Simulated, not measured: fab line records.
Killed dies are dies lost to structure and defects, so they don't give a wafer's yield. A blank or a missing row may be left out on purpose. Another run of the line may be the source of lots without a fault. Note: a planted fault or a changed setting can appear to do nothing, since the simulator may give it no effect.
fab line records + flow n5Finfet
record
- lots=11
- wafers=30
- lastDay=17
route steps=1938 shown BEOL_M4@1111 MIM_BOT@1832 MIM_TOP_LITHO@1849 MIM_TOP_ETCH@1852 MIM_BOT_LITHO@1862 PASSIVATION@1936
lots untouched by any fault: they come from a run of this same line in which no faults occurred
startH: hours from the record's first day to the start of the lot's first wafer shown + waitH: hours elapsed since this lot's preceding step + " unchanged from the row above + L1.1+2: a single row standing in for several wafers + - either no value or no given start + * or withheld: withheld + < > ~ a bound
route shown NAME@n: a module of which the file shows steps, and the number in the route of the first + usual: mean and standard deviation over wafers with no fault + same: alike in all rows + chamber/n: place in a boat + sites: each site's reading + _std_site: the values' standard deviation + _edge_site: inner sites' mean taken away from outer sites' mean + radiusMm: how far each site lies from the wafer's centre + mask NAME#n: copy n + behind: the tool/chamber that last shaped the wafer + hold: the reason the lot was held/the length of the hold in hours/how it ended + device: names the non-switching transistor (n, p or np) + end of line: tests of these same wafers at the route's end + a step given without rows: its recipe and nothing more + killed: the dies lost at the first sort to structure and to defects; this is not the yield of the wafer + map: a wafer's dies, x killed, . not, _ none there
set.NAME: setting as actually run; set.NAME@STEP: the setting as run at that earlier step + model.NAME: the simulator's own value behind a step, which no gauge read
one table for each step of the route and one row for each wafer, over a sample of lots
services: the hour from which a tool's chamber was out of use, counted from the record's first day as startH (under 0 if before that day), plus the number of hours and why
## steps
# step N5_BEOL_M4_RC_MEAS_101
# usual
- DIBL_N=35.6/1.7
- DIBL_P=35.0/2
- IOFF_N=0.148/0.027
- IOFF_P=0.19/0.032
- ION_N=671/14
- ION_P=460/9.1
- SS_N=71.3/0.62
- SS_P=73.0/0.64
- VT_N=251/3.2
- VT_P=-251.5/2.9
| lot.wafer | tool      | chamber | startH | waitH | DIBL_N[mV/V] | DIBL_P[mV/V] | IOFF_N[nA/um] | IOFF_P[nA/um] | ION_N[uA/um] | ION_P[uA/um] | SS_N[mV/dec] | SS_P[mV/dec] | VT_N[mV] | VT_P[mV] |
|-----------|-----------|---------|--------|-------|--------------|--------------|---------------|---------------|--------------|--------------|--------------|--------------|----------|----------|
| L552.3    | prober-02 | 0       | 200.09 | 0.3   | 36.1         | 37.1         | 0.174         | 0.20          | 701          | 470          | 71.1         | 73.9         | 248      | -252.5   |
| L552.4    | "         | 0       | "      | "     | 35.4         | 37.2         | 0.150         | 0.19          | 673          | 460          | 70.9         | 73.9         | 252      | -249.9   |
| L552.5    | "         | 0       | "      | "     | 35.2         | 35.8         | 0.148         | 0.17          | 678          | 464          | 71.2         | 73.1         | 251      | -251.1   |
| L554.1    | prober-01 | 0       | 205.35 | 0.0   | 33.6         | 31.9         | 0.105         | 0.15          | 636          | 438          | 70.7         | 72.2         | 258      | -257.1   |
| L554.2    | "         | 0       | "      | "     | 34.8         | 34.4         | 0.125         | 0.18          | 660          | 452          | 70.5         | 73.2         | 251      | -251.7   |
| L554.5    | "         | 0       | "      | "     | 35.2         | 33.7         | 0.122         | 0.17          | 650          | 452          | 70.6         | 72.0         | 254      | -253.8   |
| L557.1    | prober-02 | 0       | 206.69 | 0.0   | 35.8         | 35.7         | 0.130         | 0.19          | 668          | 468          | 71.9         | 73.4         | 254      | -254.1   |
| L557.3    | "         | 0       | "      | "     | 36.6         | 36.2         | 0.139         | 0.19          | 668          | 458          | 72.6         | 73.5         | 254      | -254.3   |
| L555.1    | prober-01 | 0       | 207.20 | 0.0   | 38.2         | 38.9         | 0.168         | 0.20          | 692          | 473          | 72.1         | 73.6         | 250      | -252.7   |
| L555.3    | "         | 0       | "      | "     | 38.3         | 39.4         | 0.180         | 0.22          | 685          | 466          | 71.9         | 73.4         | 248      | -253.7   |
| L555.6    | "         | 0       | "      | "     | 37.6         | 38.2         | 0.164         | 0.20          | 687          | 465          | 71.9         | 73.0         | 249      | -252.6   |
| L558.4    | prober-01 | 0       | 212.66 | 0.5   | 34.9         | 35.3         | 0.137         | 0.19          | 666          | 460          | 71.2         | 72.9         | 252      | -252.1   |
| L558.5    | "         | 0       | "      | "     | 35.0         | 32.8         | 0.124         | 0.15          | 633          | 436          | 71.7         | 72.5         | 254      | -258.2   |
| L561.3    | prober-01 | 0       | 248.31 | 0.3   | 33.8         | 34.1         | 0.140         | 0.22          | 674          | 467          | 71.2         | 73.1         | 250      | -246.6   |
| L561.5    | "         | 0       | "      | "     | 34.2         | 34.7         | 0.161         | 0.23          | 690          | 472          | 71.3         | 73.4         | 245      | -246.9   |
| L561.6    | "         | 0       | "      | "     | 37.2         | 38.8         | 0.214         | 0.31          | 680          | 473          | 72.0         | 74.6         | 245      | -244.7   |
| L564.2    | prober-02 | 0       | 253.14 | 0.2   | 36.1         | 36.8         | 0.198         | 0.24          | 690          | 472          | 71.4         | 74.1         | 244      | -246.3   |
| L564.3    | "         | 0       | "      | "     | 34.2         | 34.5         | 0.147         | 0.21          | 670          | 464          | 71.4         | 73.5         | 250      | -245.1   |
| L564.6    | "         | 0       | "      | "     | 33.9         | 33.6         | 0.139         | 0.19          | 672          | 457          | 71.4         | 72.5         | 249      | -250.3   |
| L568.1    | prober-02 | 0       | 281.83 | 0.0   | 35.9         | 36.6         | 0.155         | 0.21          | 679          | 463          | 71.0         | 73.1         | 251      | -250.7   |
| L568.2    | "         | 0       | "      | "     | 38.4         | 38.6         | 0.197         | 0.24          | 670          | 449          | 71.7         | 73.7         | 247      | -249.5   |
| L568.6    | "         | 0       | "      | "     | 35.4         | 34.7         | 0.136         | 0.18          | 680          | 463          | 70.7         | 72.6         | 254      | -251.3   |
| L570.2    | prober-01 | 0       | 296.66 | 0.2   | 34.2         | 33.0         | 0.118         | 0.15          | 657          | 449          | 70.2         | 72.0         | 253      | -255.5   |
| L570.4    | "         | 0       | "      | "     | 36.4         | 35.6         | 0.160         | 0.19          | 690          | 466          | 71.7         | 72.1         | 248      | -253.0   |
| L570.6    | "         | 0       | "      | "     | 36.4         | 35.6         | 0.148         | 0.18          | 669          | 454          | 70.8         | 72.8         | 253      | -252.2   |
| L569.1    | prober-02 | 0       | 298.58 | 0.0   | 35.0         | 32.2         | 0.118         | 0.14          | 656          | 448          | 70.8         | 72.2         | 253      | -256.9   |
| L569.5    | "         | 0       | "      | "     | 35.3         | 33.1         | 0.121         | 0.15          | 657          | 449          | 71.0         | 72.8         | 255      | -253.0   |
| L572.1    | prober-02 | 0       | 305.23 | 0.0   | 36.7         | 35.9         | 0.157         | 0.22          | 692          | 478          | 71.1         | 72.7         | 247      | -249.6   |
| L572.2    | "         | 0       | "      | "     | 35.5         | 34.2         | 0.119         | 0.18          | 662          | 458          | 70.5         | 72.3         | 253      | -251.4   |
| L572.4    | "         | 0       | "      | "     | 40.2         | 40.5         | 0.222         | 0.30          | 692          | 475          | 72.3         | 73.4         | 247      | -244.4   |
# step N5_MIM_BOT_DEGAS_01
# recipe
- ambient=vacuum
- tempC=300
- timeS=60
# usual
- heaterPowerW=467/43
| lot.wafer | tool          | chamber | startH | waitH | heaterPowerW |
|-----------|---------------|---------|--------|-------|--------------|
| L552.3    | pvdSputter-01 | -       | 304.14 | 2.0   | 429          |
| L552.4    | "             | -       | "      | "     | 366          |
| L552.5    | "             | -       | "      | "     | 381          |
| L554.1    | pvdSputter-01 | -       | 305.64 | 0.6   | 374          |
| L554.2    | "             | -       | "      | "     | 440          |
| L554.5    | "             | -       | "      | "     | 439          |
| L557.1    | pvdSputter-03 | -       | 308.81 | 1.5   | 450          |
| L557.3    | "             | -       | "      | "     | 530          |
| L555.1    | pvdSputter-03 | -       | 322.70 | 2.4   | 546          |
| L555.3    | "             | -       | "      | "     | 468          |
| L555.6    | "             | -       | "      | "     | 559          |
| L558.4    | pvdSputter-01 | -       | 332.01 | 1.2   | 441          |
| L558.5    | "             | -       | "      | "     | 540          |
| L561.3    | pvdSputter-03 | -       | 350.56 | 0.3   | 511          |
| L561.5    | "             | -       | "      | "     | 470          |
| L561.6    | "             | -       | "      | "     | 521          |
| L564.2    | pvdSputter-03 | -       | 355.72 | 2.6   | 529          |
| L564.3    | "             | -       | "      | "     | 554          |
| L564.6    | "             | -       | "      | "     | 455          |
| L568.1    | pvdSputter-03 | -       | 383.10 | 1.0   | 474          |
| L568.2    | "             | -       | "      | "     | 439          |
| L568.6    | "             | -       | "      | "     | 508          |
| L570.2    | pvdSputter-02 | -       | 395.22 | 0.9   | 468          |
| L570.4    | "             | -       | "      | "     | 464          |
| L570.6    | "             | -       | "      | "     | 456          |
| L572.1    | pvdSputter-02 | -       | 395.34 | 0.7   | 457          |
| L572.2    | "             | -       | "      | "     | 459          |
| L572.4    | "             | -       | "      | "     | 468          |
| L569.1    | pvdSputter-02 | -       | 395.62 | 0.4   | 451          |
| L569.5    | "             | -       | "      | "     | 435          |
# step N5_MIM_TOP_LITHO_INSPECT_12
# recipe
- mode=adi
- inspectInstrument=macro
# usual
- rawDefectCount=2.1/1.5
| lot.wafer | tool             | chamber | startH | waitH | rawDefectCount |
|-----------|------------------|---------|--------|-------|----------------|
| L552.3    | defectInspect-02 | -       | 305.70 | 0.0   | 2              |
| L552.4    | "                | -       | "      | "     | 2              |
| L552.5    | "                | -       | "      | "     | 2              |
| L554.1    | defectInspect-01 | -       | 308.91 | 0.0   | 4              |
| L554.2    | "                | -       | "      | "     | 3              |
| L554.5    | "                | -       | "      | "     | 1              |
| L557.1    | defectInspect-01 | -       | 310.68 | 0.0   | 2              |
| L557.3    | "                | -       | "      | "     | 2              |
| L555.1    | defectInspect-02 | -       | 324.02 | 0.0   | 0              |
| L555.3    | "                | -       | "      | "     | 3              |
| L555.6    | "                | -       | "      | "     | 3              |
| L558.4    | defectInspect-01 | -       | 334.25 | 0.0   | 5              |
| L558.5    | "                | -       | "      | "     | 2              |
| L561.3    | defectInspect-02 | -       | 351.87 | 0.0   | 3              |
| L561.5    | "                | -       | "      | "     | 2              |
| L561.6    | "                | -       | "      | "     | 5              |
| L564.2    | defectInspect-02 | -       | 357.31 | 0.0   | 1              |
| L564.3    | "                | -       | "      | "     | 2              |
| L564.6    | "                | -       | "      | "     | 1              |
| L568.1    | defectInspect-01 | -       | 384.38 | 0.0   | 2              |
| L568.2    | "                | -       | "      | "     | 1              |
| L568.6    | "                | -       | "      | "     | 1              |
| L570.2    | defectInspect-01 | -       | 399.11 | 0.0   | 4              |
| L570.4    | "                | -       | "      | "     | 6              |
| L570.6    | "                | -       | "      | "     | 2              |
| L569.1    | defectInspect-02 | -       | 399.27 | 0.0   | 1              |
| L569.5    | "                | -       | "      | "     | 2              |
| L572.1    | defectInspect-01 | -       | 399.30 | 0.0   | 6              |
| L572.2    | "                | -       | "      | "     | 5              |
| L572.4    | "                | -       | "      | "     | 4              |
# step N5_MIM_TOP_ETCH_STRIP_01
# recipe
- chemistry=O2
- powerW=600
- tempC=60
- pressureMtorr=30
- rfFrequencyHz=6e+07
- biasPowerW=0
- overashFraction=0.5
- o2FlowSccm=225
# usual
- biasPowerW=0/0
- chamberPressureMTorr=29.99/0.084
- drypumpMotorCurrentA=5.7/0.31
- oesProductAu=0.80/0.086
- rfVppV=3.5/1.2
- showerheadPlenumPTorr=2.10/0.071
- throttleValvePct=16.58/0.21
| lot.wafer | tool       | chamber | startH | waitH | biasPowerW | chamberPressureMTorr | drypumpMotorCurrentA | oesProductAu | rfHoursCounterH | rfVppV | showerheadPlenumPTorr | throttleValvePct |
|-----------|------------|---------|--------|-------|------------|----------------------|----------------------|--------------|-----------------|--------|-----------------------|------------------|
| L552.3    | rieDiel-02 | 3       | 305.96 | 0.1   | 0          | 29.95                | 5.5                  | 0.88         | 25              | 5.9    | 2.04                  | 16.57            |
| L552.4    | "          | 2       | "      | "     | 0          | 30.14                | 5.7                  | 0.90         | 25              | 4.9    | 2.13                  | 16.30            |
| L552.5    | "          | 1       | "      | "     | 0          | 29.95                | 5.8                  | 0.92         | -               | 3.2    | 2.16                  | 16.30            |
| L554.1    | rieDiel-02 | 2       | 309.17 | 0.1   | 0          | 29.95                | 5.7                  | 0.89         | 26              | 4.2    | 2.13                  | 16.27            |
| L554.2    | "          | 0       | "      | "     | 0          | 29.89                | 5.3                  | 0.70         | 221             | 2.5    | 1.99                  | 16.86            |
| L554.5    | "          | 0       | "      | "     | 0          | 29.79                | 5.3                  | 0.69         | -               | 2.8    | 1.99                  | 16.88            |
| L557.1    | rieDiel-04 | 0       | 310.96 | 0.1   | 0          | 30.01                | 5.7                  | 0.68         | 221             | 3.5    | 2.07                  | 17.11            |
| L557.3    | "          | 2       | "      | "     | 0          | 30.00                | 5.8                  | 0.90         | 25              | 1.6    | 2.04                  | 16.22            |
| L555.1    | rieDiel-04 | 1       | 324.29 | 0.1   | 0          | 29.93                | 5.9                  | 0.70         | 213             | 4.6    | 2.14                  | 16.53            |
| L555.3    | "          | 2       | "      | "     | 0          | 29.98                | 5.7                  | 0.88         | 30              | 4.0    | 2.04                  | 16.30            |
| L555.6    | "          | 2       | "      | "     | 0          | 30.01                | 5.7                  | 0.86         | -               | 3.3    | 2.04                  | 16.28            |
| L558.4    | rieDiel-02 | 3       | 334.51 | 0.1   | 0          | 30.14                | 5.5                  | 0.85         | 38              | 3.7    | 2.03                  | 16.69            |
| L558.5    | "          | 2       | "      | "     | 0          | 29.94                | 5.7                  | 0.87         | -               | 3.0    | 2.13                  | 16.31            |
| L561.3    | rieDiel-05 | 3       | 352.13 | 0.1   | 0          | 30.09                | 6.3                  | 0.85         | 46              | 2.9    | 2.21                  | 16.65            |
| L561.5    | "          | 0       | "      | "     | 0          | 29.93                | 5.3                  | 0.72         | -               | 2.6    | 2.05                  | 16.59            |
| L561.6    | "          | 3       | "      | "     | 0          | 29.91                | 6.3                  | 0.86         | -               | 3.9    | 2.21                  | 16.72            |
| L564.2    | rieDiel-05 | 1       | 357.77 | 0.2   | 0          | 29.99                | 5.1                  | 0.80         | 84              | 4.3    | 2.12                  | 16.54            |
| L564.3    | "          | 3       | "      | "     | 0          | 29.91                | 6.3                  | 0.87         | 47              | 3.4    | 2.21                  | 16.66            |
| L564.6    | "          | 2       | "      | "     | 0          | 29.89                | 5.9                  | 0.69         | -               | 2.8    | 2.07                  | 16.53            |
| L568.1    | rieDiel-05 | 0       | 384.97 | 0.3   | -          | -                    | -                    | -            | -               | -      | -                     | -                |
| L568.2    | "          | 1       | "      | "     | -          | -                    | -                    | -            | -               | -      | -                     | -                |
| L568.6    | "          | 1       | "      | "     | -          | -                    | -                    | -            | -               | -      | -                     | -                |
| L570.2    | rieDiel-04 | 2       | 399.52 | 0.2   | -          | -                    | -                    | -            | -               | -      | -                     | -                |
| L570.4    | "          | 2       | "      | "     | -          | -                    | -                    | -            | -               | -      | -                     | -                |
| L570.6    | "          | 1       | "      | "     | -          | -                    | -                    | -            | -               | -      | -                     | -                |
| L572.1    | rieDiel-04 | 2       | 399.60 | 0.1   | -          | -                    | -                    | -            | -               | -      | -                     | -                |
| L572.2    | "          | 1       | "      | "     | -          | -                    | -                    | -            | -               | -      | -                     | -                |
| L572.4    | "          | 3       | "      | "     | -          | -                    | -                    | -            | -               | -      | -                     | -                |
| L569.1    | rieDiel-02 | 1       | 399.70 | 0.3   | 0          | 30.05                | 5.8                  | 0.85         | 47              | 3.9    | 2.15                  | 16.38            |
| L569.5    | "          | 1       | "      | "     | 0          | 29.90                | 5.9                  | 0.88         | -               | 2.4    | 2.15                  | 16.40            |
# step N5_MIM_BOT_LITHO_CD_MEAS_08
# recipe
- targetCdNm=3000
- landingEnergyEv=500
- detector=seInlens
- polarity=opening
# usual
- cdNm=2999.9/2
| lot.wafer | tool     | chamber | startH | waitH | cdNm   |
|-----------|----------|---------|--------|-------|--------|
| L552.3    | cdSem-03 | 0       | 306.51 | -     | 3002.3 |
| L552.4    | "        | 0       | "      | "     | 3000.5 |
| L552.5    | "        | 0       | "      | "     | 2999.9 |
| L554.1    | cdSem-02 | 0       | 309.74 | -     | 2998.5 |
| L554.2    | "        | 0       | "      | "     | 3000.4 |
| L554.5    | "        | 0       | "      | "     | 2999.4 |
| L557.1    | cdSem-03 | 0       | 311.38 | -     | 3002.0 |
| L557.3    | "        | 0       | "      | "     | 3002.3 |
| L555.1    | cdSem-03 | 0       | 324.71 | -     | 3000.8 |
| L555.3    | "        | 0       | "      | "     | 3004.3 |
| L555.6    | "        | 0       | "      | "     | 3001.3 |
| L558.4    | cdSem-03 | 0       | 334.93 | -     | 2998.9 |
| L558.5    | "        | 0       | "      | "     | 2996.8 |
| L561.3    | cdSem-03 | 0       | 352.68 | -     | 3002.3 |
| L561.5    | "        | 0       | "      | "     | 2999.7 |
| L561.6    | "        | 0       | "      | "     | 2999.1 |
| L564.2    | cdSem-03 | 0       | 358.31 | -     | 2996.9 |
| L564.3    | "        | 0       | "      | "     | 3000.1 |
| L564.6    | "        | 0       | "      | "     | 2999.4 |
| L569.1    | cdSem-01 | 0       | 400.30 | -     | 2999.6 |
| L569.5    | "        | 0       | "      | "     | 2999.4 |
# step N5_PASSIVATION_PROBE_49
# usual
- defectLimitedYield=91.2/1.6
- killed_at_M0_to_M3=35/11
- killed_at_M4_up=14/5.4
- killedAtContacts=13/6
- killedAtFrontEnd=38/11
- killedAtOther=3.4/2.6
- killedDies=104/19
- killedOnRim=13/3.9
- killedOpen=68/13
- killedShort=34/8.5
- sort_bin_5_function=5.1/1
- sort_bin_6_memory=3.3/0.72
- sort_bin_8_speed=0.1/0.9
- sortNPass=1075/22
- sortYieldPct=91.1/1.9
# same
- grossDies=1180
- killedAtBackSide=0
- sort_bin_4_leakage[%]=0
| lot.wafer | tool      | chamber | startH | waitH | defectLimitedYield[%] | killed_at_M0_to_M3 | killed_at_M4_up | killedAtContacts | killedAtFrontEnd | killedAtOther | killedDies | killedOnRim | killedOpen | killedShort | sort_bin_5_function[%] | sort_bin_6_memory[%] | sort_bin_8_speed[%] | sortNPass | sortYieldPct[%] |
|-----------|-----------|---------|--------|-------|-----------------------|--------------------|-----------------|------------------|------------------|---------------|------------|-------------|------------|-------------|------------------------|----------------------|---------------------|-----------|-----------------|
| L564.2    | prober-01 | -       | 370.04 | 0.1   | 91.3                  | 47                 | 12              | 7                | 31               | 6             | 103        | 17          | 72         | 26          | 5.4                    | 2.7                  | 0                   | 1077      | 91.3            |
| L564.3    | prober-01 | -       | 370.09 | 0.1   | 89.7                  | 38                 | 9               | 10               | 60               | 5             | 122        | 16          | 79         | 42          | 6.0                    | 4.2                  | 0                   | 1058      | 89.7            |
| L564.6    | prober-01 | -       | 370.24 | 0.3   | 92.0                  | 32                 | 17              | 4                | 32               | 9             | 94         | 16          | 57         | 37          | 5.0                    | 2.5                  | 0                   | 1086      | 92.0            |
| L568.1    | prober-01 | -       | 396.43 | 0.0   | 0                     | 40                 | 13              | 21               | 66               | 1040          | 1180       | 152         | 90         | 51          | 95.0                   | 4.6                  | 0                   | 0         | 0               |
| L568.2    | prober-01 | -       | 396.48 | 0.1   | 0                     | 44                 | 17              | 4                | 51               | 1064          | 1180       | 152         | 81         | 35          | 96.0                   | 3.6                  | 0                   | 0         | 0               |
| L568.6    | prober-01 | -       | 396.68 | 0.3   | 0                     | 36                 | 23              | 24               | 55               | 1042          | 1180       | 152         | 101        | 39          | 95.8                   | 3.6                  | 0                   | 0         | 0               |
| L570.2    | prober-02 | -       | 408.33 | 0.1   | 0                     | 37                 | 17              | 16               | 23               | 1087          | 1180       | 152         | 72         | 24          | 96.7                   | 3.0                  | 0                   | 0         | 0               |
| L570.4    | prober-02 | -       | 408.43 | 0.2   | 0                     | 67                 | 19              | 24               | 30               | 1040          | 1180       | 152         | 97         | 43          | 94.4                   | 5.1                  | 0                   | 0         | 0               |
| L570.6    | prober-02 | -       | 408.53 | 0.3   | 0                     | 35                 | 5               | 10               | 27               | 1103          | 1180       | 152         | 63         | 18          | 97.6                   | 2.2                  | 0                   | 0         | 0               |
| L572.1    | prober-01 | -       | 408.97 | 0.0   | 0                     | 37                 | 15              | 17               | 48               | 1063          | 1180       | 152         | 88         | 29          | 95.2                   | 4.7                  | 0                   | 0         | 0               |
| L572.2    | prober-01 | -       | 409.02 | 0.1   | 0                     | 31                 | 22              | 20               | 65               | 1042          | 1180       | 152         | 94         | 44          | 95.6                   | 4.1                  | 0                   | 0         | 0               |
| L572.4    | prober-01 | -       | 409.12 | 0.2   | 0                     | 37                 | 15              | 16               | 39               | 1073          | 1180       | 152         | 69         | 37          | 96.2                   | 3.6                  | 0                   | 0         | 0               |
# killed by level:class
L564.2 BEOL_M2:geometricParticle:open=21 STI_FIN_REVEAL:geometricParticle:open=10 STI_FIN_REVEAL:geometricParticle:short=6 MOL_CONTACT_COAG:geometricParticle:open=6 BEOL_M0_SAQP:geometricParticle:short=5 BEOL_M3:geometricParticle:open=5 HKMG_FIN:areaEtch=5 BEOL_M1:geometricParticle:open=4
L564.3 FIN_SAQP:geometricParticle:open=22 FIN_SAQP:geometricParticle:short=15 BEOL_M2:geometricParticle:open=14 BEOL_M1:geometricParticle:open=7 GATE_CUT:geometricParticle:open=6 MOL_CONTACT_COAG:geometricParticle:short=6 BEOL_M0_SAQP:geometricParticle:short=6 GATE_CUT:geometricParticle:short=5
L564.6 BEOL_M1:geometricParticle:open=9 BEOL_M4:geometricParticle:open=9 FIN_SAQP:geometricParticle:open=7 BEOL_M2:geometricParticle:open=7 STI_FIN_REVEAL:geometricParticle:open=6 BEOL_M0_SAQP:geometricParticle:short=5 BEOL_M2:geometricParticle:short=5 FIN_SAQP:geometricParticle:short=4
L568.1 MIM_TOP_ETCH:areaPecvd=1037 FIN_SAQP:geometricParticle:open=19 BEOL_M0_SAQP:geometricParticle:open=15 FIN_SAQP:geometricParticle:short=14 MOL_CONTACT_COAG:geometricParticle:open=13 GATE_CUT:geometricParticle:short=9 MOL_CONTACT_COAG:geometricParticle:short=8 BEOL_M4:geometricParticle:open=7
L568.2 MIM_TOP_ETCH:areaPecvd=1063 FIN_SAQP:geometricParticle:open=18 BEOL_M2:geometricParticle:open=15 STI_FIN_REVEAL:geometricParticle:open=9 FIN_SAQP:geometricParticle:short=7 BEOL_M0_SAQP:geometricParticle:open=7 BEOL_M0_SAQP:geometricParticle:short=6 BEOL_M4:geometricParticle:open=5
L568.6 MIM_TOP_ETCH:areaPecvd=1039 MOL_CONTACT_COAG:geometricParticle:open=20 FIN_SAQP:geometricParticle:open=19 BEOL_M4:geometricParticle:open=17 FIN_SAQP:geometricParticle:short=12 BEOL_M0_SAQP:geometricParticle:short=9 BEOL_M0_SAQP:geometricParticle:open=9 GATE_CUT:geometricParticle:open=8
L570.2 MIM_TOP_ETCH:areaPecvd=1084 BEOL_M2:geometricParticle:open=17 MOL_CONTACT_COAG:geometricParticle:open=12 FIN_SAQP:geometricParticle:open=8 BEOL_M4:geometricParticle:open=7 FIN_SAQP:geometricParticle:short=4 DUMMY_GATE:geometricParticle:open=4 MOL_CONTACT_COAG:geometricParticle:short=4
L570.4 MIM_TOP_ETCH:areaPecvd=1038 MOL_CONTACT_COAG:geometricParticle:open=18 BEOL_M2:geometricParticle:open=18 BEOL_M0_SAQP:geometricParticle:short=18 STI_FIN_REVEAL:geometricParticle:open=11 BEOL_M0_SAQP:geometricParticle:open=10 BEOL_M1:geometricParticle:open=10 BEOL_M4:geometricParticle:open=10
L570.6 MIM_TOP_ETCH:areaPecvd=1099 BEOL_M2:geometricParticle:open=20 FIN_SAQP:geometricParticle:open=8 MOL_CONTACT_COAG:geometricParticle:open=8 BEOL_M0_SAQP:geometricParticle:open=7 FIN_SAQP:geometricParticle:short=6 STI_FIN_REVEAL:geometricParticle:open=4 BEOL_M3:geometricParticle:open=4
L572.1 MIM_TOP_ETCH:areaPecvd=1062 FIN_SAQP:geometricParticle:open=17 MOL_CONTACT_COAG:geometricParticle:open=13 STI_FIN_REVEAL:geometricParticle:open=11 BEOL_M3:geometricParticle:open=11 FIN_SAQP:geometricParticle:short=8 BEOL_M1:geometricParticle:open=7 BEOL_M0_SAQP:geometricParticle:short=6
L572.2 MIM_TOP_ETCH:areaPecvd=1041 STI_FIN_REVEAL:geometricParticle:open=20 MOL_CONTACT_COAG:geometricParticle:open=16 FIN_SAQP:geometricParticle:short=14 BEOL_M4:geometricParticle:open=14 BEOL_M3:geometricParticle:open=9 FIN_SAQP:geometricParticle:open=8 STI_FIN_REVEAL:geometricParticle:short=5
L572.4 MIM_TOP_ETCH:areaPecvd=1072 MOL_CONTACT_COAG:geometricParticle:open=15 BEOL_M3:geometricParticle:open=13 BEOL_M0_SAQP:geometricParticle:open=9 BEOL_M0_SAQP:geometricParticle:short=9 FIN_SAQP:geometricParticle:short=8 STI_FIN_REVEAL:geometricParticle:open=6 FIN_SAQP:geometricParticle:open=6
## services
| tool          | chamber | startH | hours | kind                         |
|---------------|---------|--------|-------|------------------------------|
| rieDiel-04    | 3       | 301.26 | -     | clean                        |
| rieDiel-04    | 3       | 301.26 | -     | consumableReplace:focusRing  |
| rieDiel-04    | 3       | 301.26 | -     | consumableReplace:showerhead |
| rieDiel-04    | 3       | 301.26 | 23.8  | scheduledDown                |
| rieDiel-04    | 3       | 301.26 | 23.8  | ventCycle                    |
| rieDiel-02    | 1       | 307.24 | 11.4  | repair                       |
| rieDiel-05    | -       | 330.98 | 14.6  | pm                           |
| pvdSputter-01 | -       | 352.83 | 2.6   | repair                       |
| rieDiel-02    | 0       | 377.97 | -     | clean                        |
| rieDiel-02    | 0       | 377.97 | -     | consumableReplace:focusRing  |
| rieDiel-02    | 0       | 377.97 | -     | consumableReplace:showerhead |
| rieDiel-02    | 0       | 377.97 | 28.3  | scheduledDown                |
| rieDiel-02    | 0       | 377.97 | 28.3  | ventCycle                    |
| rieDiel-05    | -       | 379.52 | 0.5   | repair                       |
| rieDiel-02    | 3       | 381.15 | 5.7   | repair                       |
| rieDiel-04    | 0       | 389.62 | -     | clean                        |
| rieDiel-04    | 0       | 389.62 | -     | consumableReplace:focusRing  |
| rieDiel-04    | 0       | 389.62 | 32.8  | scheduledDown                |
| rieDiel-04    | 0       | 389.62 | 32.8  | ventCycle                    |
## key
firstSign
- step=N5_MIM_TOP_ETCH_STRIP_01
- reading=toolRecord
- direction=missing
effect
- step=N5_PASSIVATION_PROBE_49
- reading=killedAtOther
- direction=up
- sigmas=99+
- usual=3.4
- struck=1061.6
moreKillsBornAt
- N5_MIM_TOP_ETCH_PECVD_03@pecvd-02=6360
- N5_MIM_TOP_ETCH_PECVD_03@pecvd-01=3175
metAt N5_MIM_TOP_ETCH_STRIP_01
struckLots L568,L570,L572
laterRowsLeftOut L568.1,L568.2,L568.6,L570.2,L570.4,L570.6,L572.1,L572.2,L572.4
notActingAt N5_MIM_BOT_DEGAS_01,N5_MIM_TOP_LITHO_INSPECT_12,N5_MIM_BOT_LITHO_CD_MEAS_08
onsetBetween 357.77 384.97
fault
- kind=skippedStepWhole
- tool=rieDiel-04,rieDiel-05
- chamber=-
- onsetH=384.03
- steps=N5_MIM_TOP_ETCH_STRIP_01
- scope=struckLotsOnly
# laterRowsLeftOut: the simulator's readings of these wafers behind a module that went badly wrong aren't trusted and aren't shown, but for the sort
